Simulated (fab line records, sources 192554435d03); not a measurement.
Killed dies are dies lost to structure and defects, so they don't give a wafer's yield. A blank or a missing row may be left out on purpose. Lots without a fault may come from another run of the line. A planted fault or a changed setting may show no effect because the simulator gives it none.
One fault seen from 3 desks | flow n5_finfet | each desk has only its own numbers; what lay behind them comes last

THE TOOL OWNER'S DESK: rie_diel-05
The tool's own readings at N5_MOL_CONTACT_COAG_CONTACT_ETCH_14 (etches SiO2 in C4F6/O2, target depth 27.5 nm, overetch 8.5 nm, time 20 s): means of the sampled wafers that have a number, for each lot that ran on this tool. A lot is out of limits, marked OUT, if its mean lies more than 4 standard deviations from the usual mean; the brackets give that distance.
Columns: A = drypump_motor_current_A at N5_MOL_CONTACT_COAG_CONTACT_ETCH_14, usual 5.8 A; B = oes_ar_750_au at N5_MOL_CONTACT_COAG_CONTACT_ETCH_14, usual 0.77 a.u.; C = oes_product_au at N5_MOL_CONTACT_COAG_CONTACT_ETCH_14, usual 0.66 a.u.; D = rf_fwd_power_W at N5_MOL_CONTACT_COAG_CONTACT_ETCH_14, usual 363.7 W; E = rf_vpp_V at N5_MOL_CONTACT_COAG_CONTACT_ETCH_14, usual 693 V; F = showerhead_plenum_p_Torr at N5_MOL_CONTACT_COAG_CONTACT_ETCH_14, usual 2.88 Torr; G = throttle_valve_pct at N5_MOL_CONTACT_COAG_CONTACT_ETCH_14, usual 21.4 %
lot  | first seen here | A   | B    | C    | D               | E              | F    | G
L769 | day 6 10:12     | 6.0 | 0.75 | 0.59 | 420.9 (+32) OUT | 664 (-8.5) OUT | 2.86 | 21.5
L783 | day 9 20:35     | 5.6 | 0.90 | 0.76 | 361.7           | 696            | 2.95 | 21.0
This desk's finding: out of limits on L769; first on L769, day 6 10:12 (rf_fwd_power_W at N5_MOL_CONTACT_COAG_CONTACT_ETCH_14). In limits: L783.

THE DEFECT DESK
What the inspections along the route counted, lot by lot: means of the sampled wafers that have a number. A lot is out of limits, marked OUT, if its mean lies more than 4 standard deviations from the usual mean; the brackets give that distance.
Columns: A = raw_defect_count at N5_MOL_CONTACT_COAG_INSPECT_10, usual 70
lot  | first seen here | A
L762 | day 4 18:49     | 58
L768 | day 6 07:49     | 48
L769 | day 6 09:49     | 70
L783 | day 9 20:23     | 76
L785 | day 10 16:22    | 96
This desk's finding: nothing out of limits on any of the 5 lots.

THE METROLOGY DESK
What the gauges read, lot by lot, whatever tool the lot ran on: means of the sampled wafers that have a number. A lot is out of limits, marked OUT, if its mean lies more than 4 standard deviations from the usual mean; the brackets give that distance. Of its 12 readings 7 are shown: those that lie furthest out on some lot.
Columns: A = CA_OVL at N5_MOL_CONTACT_COAG_OVL_MEAS_09, usual 0.6 nm; B = IOFF_N at N5_BEOL_M4_RC_MEAS_101, usual 0.18 nA/um; C = ION_N at N5_BEOL_M4_RC_MEAS_101, usual 680 uA/um; D = ION_P at N5_BEOL_M4_RC_MEAS_101, usual 466 uA/um; E = SS_N at N5_BEOL_M4_RC_MEAS_101, usual 71.7 mV/dec; F = VT_N at N5_BEOL_M4_RC_MEAS_101, usual 248 mV; G = VT_P at N5_BEOL_M4_RC_MEAS_101, usual -249 mV
lot  | first seen here | A    | B    | C   | D   | E    | F   | G
L762 | day 4 18:44     | 0.6  | 0.14 | 669 | 462 | 71.2 | 250 | -250
L768 | day 6 07:43     | 0.7  | 0.15 | 666 | 457 | 72.1 | 252 | -253
L769 | day 6 09:44     | -0.5 | 0.15 | 678 | 467 | 71.6 | 250 | -249
L783 | day 9 20:17     | -0.2 | 0.20 | 685 | 463 | 72.7 | 248 | -251
L785 | day 10 16:16    | 0.9  | 0.18 | 682 | 473 | 71.7 | 245 | -246
This desk's finding: nothing out of limits on any of the 5 lots.

PUT TOGETHER
The tool owner's desk could have raised an alarm at day 6 10:12, on L769.
The defect desk saw nothing out of limits.
The metrology desk saw nothing out of limits.
The defect desk has L769 on record, within its limits.
The metrology desk has L769 on record, within its limits.
Of the lots named, all ran N5_MOL_CONTACT_COAG_CONTACT_ETCH_14 on rie_diel-05.

WHAT THE SIMULATOR HAD PUT IN
Process parameter drift: rie_diel-05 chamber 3, from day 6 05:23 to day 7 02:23, at N5_MOL_CONTACT_COAG_CONTACT_ETCH_14. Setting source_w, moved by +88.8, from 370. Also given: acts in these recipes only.
Lots struck among those shown: L769.
Hours from the fault's start to each desk's first reading out of limits: the tool owner's desk, 5.
